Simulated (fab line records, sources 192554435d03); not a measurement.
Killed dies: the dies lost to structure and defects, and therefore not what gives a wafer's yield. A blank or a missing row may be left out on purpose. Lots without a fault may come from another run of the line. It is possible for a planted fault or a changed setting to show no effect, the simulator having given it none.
fab line records    flow n5-finfet
record lots=6  wafers=18  last-day=16
route steps=1938 shown BEOL_M10@1531 BEOL_M11@1536 PASSIVATION@1936
lots that met no fault: taken from a fault-free run of the same line
start-h: hours from the record's first day to the start of the lot's first wafer shown    wait-h: hours from the lot's prior step to this one    " the same as in the row above    L1.1+2: one row covering several wafers at once    - value missing, or start not given    * or withheld: withheld    < > ~ a bound
route shown NAME@n: NAME is a module with steps in the file, n the number in the route of the first one    usual: mean and standard deviation over wafers with no fault    same: alike in all rows    chamber/n: place in a boat    sites: readings site by site    _std_site: the standard deviation of these    _edge_site: the outer-site mean with the inner-site mean subtracted    radius-mm: for every site, how far away it sits from the centre of the wafer    mask NAME#n: copy n    behind: tool/chamber where the wafer was last shaped    hold: the reason the lot was held/the length of the hold in hours/how it ended    device: the n, p or np transistor that did not switch    end of line: the same wafers' tests at the end of the route    step lacking rows: just its recipe    killed: the dies lost at the first sort to structure and to defects; this is not the yield of the wafer    map: per-die view of a wafer (x killed, . not killed, _ where there is no die)
set.NAME: the setting that was run; set.NAME@STEP: the one run at that earlier step    model.NAME: the simulator's own value behind a step, which no gauge read
lots seen at some steps along the route; tables by step, rows by wafer
services: the hour from which a tool's chamber was out of use, counted from the record's first day as start-h (under 0 if before that day), plus the number of hours and why
## steps
# step N5_BEOL_M10_THK_MEAS_53
# recipe thk-meas-gauge=xrf  reads=Cu_of_BEOL_M10_ECD_50
# usual M10_THK=140/3.5
lot.wafer  tool           chamber  start-h  wait-h  M10_THK[nm]
L600.1     film-metro-02  -        258.90   -       140
L600.3     "              -        "        "       143
L600.5     "              -        "        "       140
L602.2     film-metro-01  -        281.99   -       139
L602.4     "              -        "        "       144
L602.6     "              -        "        "       145
L603.3     film-metro-01  -        285.84   -       142
L603.4     "              -        "        "       139
L603.5     "              -        "        "       139
L605.1     film-metro-02  -        289.01   -       142
L605.3     "              -        "        "       142
L605.5     "              -        "        "       144
L608.2     film-metro-02  -        321.60   -       143
L608.4     "              -        "        "       141
L608.6     "              -        "        "       142
L612.1     film-metro-02  -        328.68   -       139
L612.2     "              -        "        "       140
L612.5     "              -        "        "       140
# step N5_BEOL_M10_PRE_CLEAN_55
# recipe gas=NH3  time-s=15  temp-c=withheld  rf-power-w=300
# step N5_BEOL_M10_DEP_56
# recipe material=SiCN  target-thk-a=150  temp-c=withheld  precursor=3MS/NH3  pressure-torr=3  rf-w=202  time-s=26.5
# step N5_BEOL_M10_RS_MEAS_57
# recipe thk-meas-gauge=four-point-probe  reads=Cu_of_BEOL_M10_ECD_50+Co_of_BEOL_M10_CVD_75+TaN_of_BEOL_M10_ALD_74
# usual M10_RS=0.152/0.0039
lot.wafer  tool           chamber  start-h  wait-h  M10_RS[ohm/sq]
L600.1     film-metro-02  -        259.04   0.1     0.153
L600.3     "              -        "        "       0.149
L600.5     "              -        "        "       0.153
L602.2     film-metro-02  -        282.13   0.1     0.155
L602.4     "              -        "        "       0.148
L602.6     "              -        "        "       0.147
L603.3     film-metro-01  -        285.98   0.1     0.149
L603.4     "              -        "        "       0.152
L603.5     "              -        "        "       0.153
L605.1     film-metro-02  -        289.14   0.1     0.152
L605.3     "              -        "        "       0.151
L605.5     "              -        "        "       0.149
L608.2     film-metro-02  -        321.74   0.1     0.147
L608.4     "              -        "        "       0.150
L608.6     "              -        "        "       0.149
L612.1     film-metro-01  -        328.81   0.1     0.154
L612.2     "              -        "        "       0.153
L612.5     "              -        "        "       0.152
# step N5_BEOL_M10_INSPECT_58
# recipe inspect-instrument=darkfield  mode=post-dep
# usual raw-defect-count=71/25
lot.wafer  tool               chamber  start-h  wait-h  raw-defect-count
L600.1     defect-inspect-01  -        259.07   0.0     57
L600.3     "                  -        "        "       46
L600.5     "                  -        "        "       69
L602.2     defect-inspect-02  -        282.15   0.0     110
L602.4     "                  -        "        "       77
L602.6     "                  -        "        "       81
L603.3     defect-inspect-01  -        286.00   0.0     78
L603.4     "                  -        "        "       90
L603.5     "                  -        "        "       108
L605.1     defect-inspect-02  -        289.17   0.0     127
L605.3     "                  -        "        "       69
L605.5     "                  -        "        "       82
L608.2     defect-inspect-01  -        321.76   0.0     37
L608.4     "                  -        "        "       53
L608.6     "                  -        "        "       69
L612.1     defect-inspect-02  -        328.84   0.0     60
L612.2     "                  -        "        "       38
L612.5     "                  -        "        "       43
# step N5_BEOL_M11_ILD_DEP_00
# recipe material=SiCOH_lowk  target-thk-a=3085.1  temp-c=300  precursor=DEMS/porogen  pressure-torr=5  rf-w=500  time-s=58
# step N5_BEOL_M11_CURE_71
# recipe temp-c=385  time-s=240  ambient=He/Ar  material=SiCOH_lowk
# usual lamp-power-pct=52.32/0.059  wafer_temp_C_max=386.7/0.45
lot.wafer  tool        chamber  start-h  wait-h  lamp-power-pct  wafer_temp_C_max
L600.1     uv-cure-03  1        259.18   0.0     52.36           386.7
L600.3     "           1        "        "       52.41           386.5
L600.5     "           1        "        "       52.30           386.5
L602.2     uv-cure-03  0        282.35   0.1     52.40           387.3
L602.4     "           0        "        "       52.43           386.6
L602.6     "           0        "        "       52.33           387.0
L603.3     uv-cure-03  0        286.41   0.3     52.35           387.2
L603.4     "           0        "        "       52.40           386.5
L603.5     "           0        "        "       52.33           386.7
L605.1     uv-cure-02  0        289.28   0.0     52.35           387.4
L605.3     "           0        "        "       52.32           387.1
L605.5     "           0        "        "       52.43           387.8
L608.2     uv-cure-02  1        321.96   0.1     52.37           387.0
L608.4     "           1        "        "       52.24           386.4
L608.6     "           1        "        "       52.26           386.7
L612.1     uv-cure-01  1        328.95   0.0     52.28           385.9
L612.2     "           1        "        "       52.30           385.6
L612.5     "           1        "        "       52.44           385.9
# step N5_BEOL_M11_THK_MEAS_01
# recipe reads=SiCOH_lowk_of_BEOL_M11_ILD_DEP_00
# usual M11_ILD_THK=268/3.7
lot.wafer  tool           chamber  start-h  wait-h  M11_ILD_THK[nm]
L600.1     film-metro-02  -        259.69   0.4     267
L600.3     "              -        "        "       265
L600.5     "              -        "        "       267
L602.2     film-metro-02  -        282.78   0.4     265
L602.4     "              -        "        "       272
L602.6     "              -        "        "       268
L603.3     film-metro-02  -        286.77   0.3     267
L603.4     "              -        "        "       269
L603.5     "              -        "        "       270
L605.1     film-metro-02  -        290.28   0.8     264
L605.3     "              -        "        "       265
L605.5     "              -        "        "       268
L608.2     film-metro-01  -        322.39   0.4     265
L608.4     "              -        "        "       274
L608.6     "              -        "        "       273
L612.1     film-metro-02  -        329.47   0.4     266
L612.2     "              -        "        "       269
L612.5     "              -        "        "       273
# step N5_BEOL_M11_PECVD_70
# recipe material=SiO2  target-thk-a=200  temp-c=400  precursor=TEOS/O2  pressure-torr=5.5  rf-w=450  teos-flow-sccm=53.8  gas=O2  flow-sccm=3000  time-s=22.7
# usual heater-power-w=678/94  showerhead-plenum-p-Torr=8.76/0.052  throttle-valve-pct=22.2/1.2
lot.wafer  tool      chamber  start-h  wait-h  heater-power-w  showerhead-plenum-p-Torr  throttle-valve-pct
L600.1     pecvd-01  2        259.73   0.0     635             8.77                      21.1
L600.3     "         0        "        "       807             8.82                      22.9
L600.5     "         1        "        "       677             8.76                      24.4
L602.2     pecvd-01  2        282.82   0.0     714             8.80                      21.3
L602.4     "         2        "        "       721             8.80                      21.3
L602.6     "         0        "        "       674             8.83                      22.7
L603.3     pecvd-04  1        286.80   0.0     855             8.75                      23.6
L603.4     "         1        "        "       686             8.73                      23.2
L603.5     "         2        "        "       608             8.80                      21.2
L605.1     pecvd-04  2        290.31   0.0     580             8.79                      20.8
L605.3     "         1        "        "       807             8.75                      23.6
L605.5     "         2        "        "       590             8.81                      21.3
L608.2     pecvd-04  0        322.43   0.0     561             8.66                      21.3
L608.4     "         2        "        "       593             8.82                      21.2
L608.6     "         1        "        "       812             8.76                      23.5
L612.1     pecvd-01  0        329.50   0.0     827             8.84                      22.8
L612.2     "         1        "        "       622             8.74                      24.2
L612.5     "         0        "        "       816             8.87                      23.1
# step N5_BEOL_M11_HM_DEP_02
# recipe material=TiN  target-thk-a=200  temp-c=25  chamber-pressure-pa=0.49996
# usual throttle-valve-pct=29.5/1.2
lot.wafer  tool            chamber  start-h  wait-h  throttle-valve-pct
L600.1     pvd-sputter-01  -        263.38   3.6     30.0
L600.3     "               -        "        "       30.1
L600.5     "               -        "        "       26.7
L602.2     pvd-sputter-01  -        283.82   1.0     30.1
L602.4     "               -        "        "       26.9
L602.6     "               -        "        "       30.3
L603.3     pvd-sputter-03  -        287.31   0.5     30.9
L603.4     "               -        "        "       28.9
L603.5     "               -        "        "       28.3
L605.1     pvd-sputter-01  -        292.65   2.3     29.9
L605.3     "               -        "        "       30.3
L605.5     "               -        "        "       27.2
L608.2     pvd-sputter-03  -        324.10   1.6     31.2
L608.4     "               -        "        "       28.2
L608.6     "               -        "        "       30.2
L612.1     pvd-sputter-01  -        330.54   1.0     30.1
L612.2     "               -        "        "       30.1
L612.5     "               -        "        "       27.0
# step N5_BEOL_M11_COAT_59
# recipe resist=SOC  temp-c=250  time-s=60  spin-rpm=1500  resist-thk-nm=100
# step N5_BEOL_M11_COAT_60
# recipe resist=SiARC  temp-c=220  time-s=60  spin-rpm=1500  resist-thk-nm=30
# step N5_BEOL_M11_COAT_05
# recipe resist=CAR-ArF  spin-rpm=1500  resist-thk-nm=90
# usual spin-speed-rpm=1500.0/1
lot.wafer  tool            chamber  start-h  wait-h  spin-speed-rpm  model.CAR-ArF_of_BEOL_M11_COAT_05.thk-nm
L600.1     litho-track-01  0        263.52   -       1500.0          90.2
L600.3     "               0        "        "       1500.3          89.8
L600.5     "               0        "        "       1499.9          90.2
L602.2     litho-track-04  0        283.95   -       1498.1          90
L602.4     "               0        "        "       1501.0          89.6
L602.6     "               0        "        "       1500.7          90
L603.3     litho-track-04  0        287.45   -       1459.8          91.4
L603.4     "               0        "        "       1460.2          91.2
L603.5     "               0        "        "       1460.0          91.4
L605.1     litho-track-04  0        292.78   -       1459.2          90.8
L605.3     "               0        "        "       1459.3          91
L605.5     "               0        "        "       1458.5          91.2
L608.2     litho-track-01  0        324.23   -       1498.6          89.8
L608.4     "               0        "        "       1498.1          89.8
L608.6     "               0        "        "       1500.4          90
L612.1     litho-track-02  0        330.67   -       1499.0          89.8
L612.2     "               0        "        "       1500.4          89.8
L612.5     "               0        "        "       1499.6          90
# step N5_BEOL_M11_EBR_07
# recipe solvent=PGMEA  ebr-width-mm=1.5
# step N5_BEOL_M11_SOFTBAKE_06
# recipe temp-c=110  time-s=60  resist=CAR-ArF
# step N5_BEOL_M11_EXPOSE_08
# recipe mask-id=M11  na=1.35  source-shape=dipole  sigma-inner=0.411  sigma-outer=0.611  polarization=te  dose-mj=53.75
# step N5_BEOL_M11_PEB_09
# recipe peb-temp-c=withheld  peb-time-s=60  resist=CAR-ArF
# step N5_BEOL_M11_DEVELOP_10
# recipe develop-time-s=30  developer=TMAH  resist=CAR-ArF  rinse-liquid=diw  dry=air-spin  dev-temp-c=23
# step N5_BEOL_M11_CD_MEAS_11
# recipe target-cd-nm=64.1  landing-energy-ev=500  detector=se-inlens  polarity=opening
# usual cd-nm=64.1/0.51
lot.wafer  tool       chamber  start-h  wait-h  cd-nm
L600.1     cd-sem-02  0        263.88   -       64.8
L600.3     "          0        "        "       63.9
L600.5     "          0        "        "       64.2
L602.2     cd-sem-01  0        284.19   -       63.9
L602.4     "          0        "        "       63.4
L602.6     "          0        "        "       63.4
L603.3     cd-sem-02  0        287.92   -       64.1
L603.4     "          0        "        "       63.8
L603.5     "          0        "        "       63.7
L605.1     cd-sem-02  0        293.15   -       63.9
L605.3     "          0        "        "       63.8
L605.5     "          0        "        "       64.0
L608.2     cd-sem-03  0        324.60   -       64.5
L608.4     "          0        "        "       64.8
L608.6     "          0        "        "       64.5
L612.1     cd-sem-03  0        331.04   -       63.4
L612.2     "          0        "        "       63.9
L612.5     "          0        "        "       62.5
# step N5_BEOL_M11_OVL_MEAS_12
# recipe points-per-wafer=44
# usual M11_OVL=-0.3/0.77
lot.wafer  tool        chamber  start-h  wait-h  M11_OVL[nm]
L600.1     overlay-02  0        263.92   0.0     -0.2
L600.3     "           0        "        "       -0.6
L600.5     "           0        "        "       -0.1
L602.2     overlay-01  0        284.22   0.0     -0.9
L602.4     "           0        "        "       -0.4
L602.6     "           0        "        "       -0.8
L603.3     overlay-01  0        287.95   0.0     -0.7
L603.4     "           0        "        "       -1.6
L603.5     "           0        "        "       -0.6
L605.1     overlay-02  0        293.18   0.0     -0.3
L605.3     "           0        "        "       -0.9
L605.5     "           0        "        "       -0.4
L608.2     overlay-01  0        324.62   0.0     -0.7
L608.4     "           0        "        "       -0.4
L608.6     "           0        "        "       -0.6
L612.1     overlay-01  0        331.07   0.0     -1.3
L612.2     "           0        "        "       -0.7
L612.5     "           0        "        "       0.0
# step N5_BEOL_M11_INSPECT_13
# recipe mode=adi  inspect-instrument=brightfield
# usual raw-defect-count=407/93
lot.wafer  tool               chamber  start-h  wait-h  raw-defect-count
L600.1     defect-inspect-01  -        263.94   0.0     379
L600.3     "                  -        "        "       393
L600.5     "                  -        "        "       441
L602.2     defect-inspect-01  -        284.24   0.0     419
L602.4     "                  -        "        "       379
L602.6     "                  -        "        "       456
L603.3     defect-inspect-01  -        287.97   0.0     484
L603.4     "                  -        "        "       446
L603.5     "                  -        "        "       428
L605.1     defect-inspect-01  -        293.20   0.0     530
L605.3     "                  -        "        "       503
L605.5     "                  -        "        "       509
L608.2     defect-inspect-02  -        324.65   0.0     400
L608.4     "                  -        "        "       249
L608.6     "                  -        "        "       386
L612.1     defect-inspect-02  -        331.09   0.0     420
L612.2     "                  -        "        "       450
L612.5     "                  -        "        "       414
# step N5_BEOL_M11_DESCUM_16
# recipe chemistry=O2  time-s=7.9  source-power-w=50  bias-power-w=20  pressure-mtorr=20  rf-frequency-hz=2.712e+07  temp-c=40  resist=CAR-ArF  o2-flow-sccm=225
# usual drypump-motor-current-A=5.5/0.54  oes-product-au=0.78/0.086  rf-vpp-V=243.4/1.4  showerhead-plenum-p-Torr=2.10/0.073  throttle-valve-pct=20.55/0.22
lot.wafer  tool         chamber  start-h  wait-h  drypump-motor-current-A  oes-product-au  rf-hours-counter-h  rf-vpp-V  showerhead-plenum-p-Torr  throttle-valve-pct
L600.1     rie-diel-03  1        263.99   0.0     6.1                      0.69            190                 243.0     2.09                      20.69
L600.3     "            2        "        "       6.1                      0.95            9                   244.0     2.15                      20.08
L600.5     "            3        "        "       6.3                      0.90            -                   243.1     2.05                      20.66
L602.2     rie-diel-03  3        284.28   0.0     6.3                      0.90            36                  242.2     2.05                      20.68
L602.4     "            0        "        "       4.9                      0.74            191                 241.3     2.00                      20.81
L602.6     "            3        "        "       6.3                      0.89            -                   242.3     2.05                      20.67
L603.3     rie-diel-03  2        288.02   0.0     6.1                      0.94            16                  245.1     2.15                      20.11
L603.4     "            0        "        "       4.9                      0.73            192                 241.6     2.00                      20.81
L603.5     "            2        "        "       6.2                      0.94            -                   244.7     2.15                      20.10
L605.1     rie-diel-05  2        293.75   0.5     5.0                      0.89            46                  245.2     2.22                      20.59
L605.3     "            0        "        "       5.8                      0.82            98                  245.1     2.22                      20.50
L605.5     "            0        "        "       5.8                      0.81            -                   245.2     2.22                      20.49
L608.2     rie-diel-05  1        325.59   0.9     5.6                      0.79            98                  245.5     2.21                      20.69
L608.4     "            0        "        "       5.8                      0.80            108                 246.0     2.22                      20.52
L608.6     "            1        "        "       5.6                      0.79            -                   245.5     2.21                      20.69
L612.1     rie-diel-03  0        331.12   0.0     4.9                      0.73            204                 242.3     2.00                      20.86
L612.2     "            1        "        "       6.0                      0.69            209                 242.7     2.08                      20.73
L612.5     "            2        "        "       6.2                      0.90            -                   244.1     2.14                      20.12
# step N5_BEOL_M11_ETCH_61
# recipe chemistry=CF4  target=SiARC  target-depth-a=390  mask-material=CAR-ArF  time-s=65  ion-energy-ev=80  pressure-mtorr=40  source-w=545  bias-w=36  Ar_flow_sccm=100  cf4-flow-sccm=100  ends=cleared
# usual drypump-motor-current-A=5.5/0.53  etch-rf-on-time-s=64.9/1.5  oes-product-au=0.66/0.075  rf-vpp-V=184.2/1.3  showerhead-plenum-p-Torr=2.15/0.076  throttle-valve-pct=15.74/0.23
lot.wafer  tool         chamber  start-h  wait-h  drypump-motor-current-A  etch-rf-on-time-s  oes-product-au  rf-hours-counter-h  rf-vpp-V  showerhead-plenum-p-Torr  throttle-valve-pct  model.CAR-ArF_of_BEOL_M11_COAT_05.thk-nm
L600.1     rie-diel-03  1        264.03   0.0     6.1                      66.4               0.59            190                 184.2     2.13                      15.90               55.8
L600.3     "            2        "        "       6.1                      61.1               0.81            9                   182.3     2.20                      15.30               55.4
L600.5     "            3        "        "       6.2                      64.5               0.77            -                   183.6     2.11                      15.74               55.8
L602.2     rie-diel-03  3        284.31   0.0     6.3                      64.4               0.76            36                  182.8     2.10                      15.75               55.4
L602.4     "            0        "        "       4.9                      65.5               0.63            191                 183.3     2.04                      15.93               55.2
L602.6     "            3        "        "       6.3                      63.2               0.76            -                   184.4     2.10                      15.77               55.6
L603.3     rie-diel-03  2        288.05   0.0     6.2                      62.1               0.79            16                  183.8     2.19                      15.29               56.8
L603.4     "            0        "        "       4.9                      66.7               0.62            192                 181.4     2.03                      15.92               56.6
L603.5     "            2        "        "       6.2                      62.6               0.79            -                   183.7     2.19                      15.29               56.8
L605.1     rie-diel-05  2        293.78   0.0     5.0                      64.2               0.75            46                  184.7     2.26                      15.68               56.6
L605.3     "            0        "        "       5.8                      64.0               0.69            98                  185.4     2.25                      15.60               56.6
L605.5     "            0        "        "       5.8                      64.1               0.69            -                   184.6     2.25                      15.59               56.8
L608.2     rie-diel-05  1        325.63   0.0     5.6                      63.4               0.68            98                  185.3     2.26                      15.87               55.2
L608.4     "            0        "        "       5.8                      64.8               0.67            108                 184.6     2.25                      15.62               55.2
L608.6     "            1        "        "       5.6                      64.1               0.68            -                   185.2     2.26                      15.88               55.6
L612.1     rie-diel-03  0        331.16   0.0     4.9                      65.3               0.63            204                 182.0     2.03                      15.94               55.2
L612.2     "            1        "        "       6.1                      66.2               0.59            209                 184.2     2.13                      15.95               55.2
L612.5     "            2        "        "       6.1                      61.8               0.77            -                   184.7     2.19                      15.32               55.4
# step N5_BEOL_M11_ETCH_62
# recipe chemistry=N2/H2  target=SOC  target-depth-a=1100  overetch-a=220  mask-material=SiARC  temp-c=40  time-s=165  ion-energy-ev=200  pressure-mtorr=30  source-w=840  bias-w=150  n2-flow-sccm=200  h2-flow-sccm=200
# usual drypump-motor-current-A=5.5/0.54  oes-product-au=0.66/0.067  rf-vpp-V=524.1/2.7  showerhead-plenum-p-Torr=2.55/0.093  throttle-valve-pct=17.89/0.26
lot.wafer  tool         chamber  start-h  wait-h  drypump-motor-current-A  oes-product-au  rf-hours-counter-h  rf-vpp-V  showerhead-plenum-p-Torr  throttle-valve-pct
L600.1     rie-diel-03  1        264.08   0.0     6.1                      0.59            190                 522.1     2.52                      18.07
L600.3     "            2        "        "       6.2                      0.78            9                   525.7     2.60                      17.39
L600.5     "            3        "        "       6.3                      0.75            -                   521.6     2.47                      17.83
L602.2     rie-diel-03  3        284.36   0.0     6.3                      0.75            36                  520.3     2.47                      17.85
L602.4     "            0        "        "       4.9                      0.62            191                 519.2     2.43                      18.17
L602.6     "            3        "        "       6.3                      0.75            -                   523.3     2.47                      17.85
L603.3     rie-diel-03  2        288.10   0.0     6.2                      0.77            16                  525.3     2.59                      17.40
L603.4     "            0        "        "       4.9                      0.63            192                 518.7     2.43                      18.20
L603.5     "            2        "        "       6.2                      0.77            -                   525.6     2.59                      17.41
L605.1     rie-diel-05  2        293.83   0.0     5.0                      0.75            46                  528.9     2.68                      17.87
L605.3     "            0        "        "       5.8                      0.67            98                  527.6     2.68                      17.77
L605.5     "            0        "        "       5.8                      0.68            -                   526.9     2.68                      17.76
L608.2     rie-diel-05  1        325.68   0.0     5.6                      0.68            98                  526.7     2.67                      17.93
L608.4     "            0        "        "       5.8                      0.67            108                 527.5     2.67                      17.75
L608.6     "            1        "        "       5.6                      0.67            -                   526.2     2.67                      17.91
L612.1     rie-diel-03  0        331.21   0.0     4.9                      0.62            204                 519.7     2.42                      18.20
L612.2     "            1        "        "       6.0                      0.59            209                 524.4     2.51                      18.10
L612.5     "            2        "        "       6.1                      0.75            -                   524.7     2.59                      17.40
# step N5_PASSIVATION_PROBE_49
# usual defect-limited-yield=91.4/1.5  killed_at_M0_to_M3=35/12  killed_at_M4_up=13/5.8  killed-at-contacts=12/5.5  killed-at-front-end=36/9.9  killed-at-other=4/3.7  killed-dies=101/18  killed-open=66/13  killed-short=33/8  sort_bin_5_function=5.0/1  sort_bin_6_memory=3.2/0.67  sort-n-pass=1079/18  sort-yield-pct=91.4/1.5
# same gross-dies=1180  killed-at-back-side=0  sort_bin_4_leakage[%]=0  sort_bin_8_speed[%]=0
lot.wafer  tool       chamber  start-h  wait-h  defect-limited-yield[%]  killed_at_M0_to_M3  killed_at_M4_up  killed-at-contacts  killed-at-front-end  killed-at-other  killed-dies  killed-open  killed-short  sort_bin_5_function[%]  sort_bin_6_memory[%]  sort-n-pass  sort-yield-pct[%]
L603.3     prober-02  -        332.44   0.1     90.8                     45                  13               13                  33                   5                109          67           42            5.4                     3.3                   1071         90.8
L603.4     prober-02  -        332.49   0.2     92.8                     35                  11               13                  20                   6                85           54           31            3.8                     3.0                   1095         92.8
L603.5     prober-02  -        332.54   0.2     93.0                     40                  10               14                  18                   1                83           56           27            3.6                     3.1                   1097         93.0
# killed by level:class
L603.3 BEOL_M2:geometric-particle:open=16 MOL_CONTACT_COAG:geometric-particle:open=11 BEOL_M0_SAQP:geometric-particle:short=8 BEOL_M0_SAQP:geometric-particle:open=8 GATE_CUT:geometric-particle:short=7 BEOL_M3:geometric-particle:open=7 FIN_SAQP:geometric-particle:short=6 BEOL_M4:geometric-particle:open=5
L603.4 MOL_CONTACT_COAG:geometric-particle:open=12 BEOL_M1:geometric-particle:open=8 BEOL_M2:geometric-particle:open=7 BEOL_M0_SAQP:geometric-particle:open=6 FIN_SAQP:geometric-particle:short=5 BEOL_M7:geometric-particle:open=5 BEOL_M1:geometric-particle:short=4 GATE_CUT:geometric-particle:short=3
L603.5 BEOL_M0_SAQP:geometric-particle:open=13 BEOL_M0_SAQP:geometric-particle:short=13 MOL_CONTACT_COAG:geometric-particle:open=11 BEOL_M3:geometric-particle:open=6 STI_FIN_REVEAL:geometric-particle:open=4 FIN_SAQP:geometric-particle:open=3 GATE_CUT:geometric-particle:open=3 MOL_CONTACT_COAG:geometric-particle:short=3
## services
tool         chamber  start-h  hours  kind
rie-diel-05  3        251.62   3.5    repair
rie-diel-03  -        253.91   0.7    repair
pecvd-04     1        255.55   2.1    scheduled-down
uv-cure-03   -        257.37   1.0    pm
uv-cure-01   -        263.48   1.6    repair
uv-cure-02   -        277.83   1.0    pm
uv-cure-03   -        302.85   2.1    pm
uv-cure-03   -        305.90   7.5    pm
pecvd-01     2        328.77   2.1    scheduled-down
## key
first-sign step=N5_BEOL_M11_COAT_05  reading=spin-speed-rpm  direction=down  sigmas=39  usual=*  struck=*
effect none on later readings
model-effect step=N5_BEOL_M11_COAT_05  value=CAR-ArF_of_BEOL_M11_COAT_05.thk-nm  without=89.97  struck=91.17
model-effect step=N5_BEOL_M11_ETCH_61  value=CAR-ArF_of_BEOL_M11_COAT_05.thk-nm  without=55.47  struck=56.7
met-at N5_BEOL_M11_COAT_05
struck-wafers L603.3,L603.4,L603.5,L605.1,L605.3,L605.5
onset-between 283.95 287.45
fault kind=process-parameter-drift  tool=litho-track-04  chamber=-  onset-h=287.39  steps=N5_BEOL_M11_COAT_05  channel=spin-rpm  offset=*  shape=step  end-h=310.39  acts-in=*  stated=*
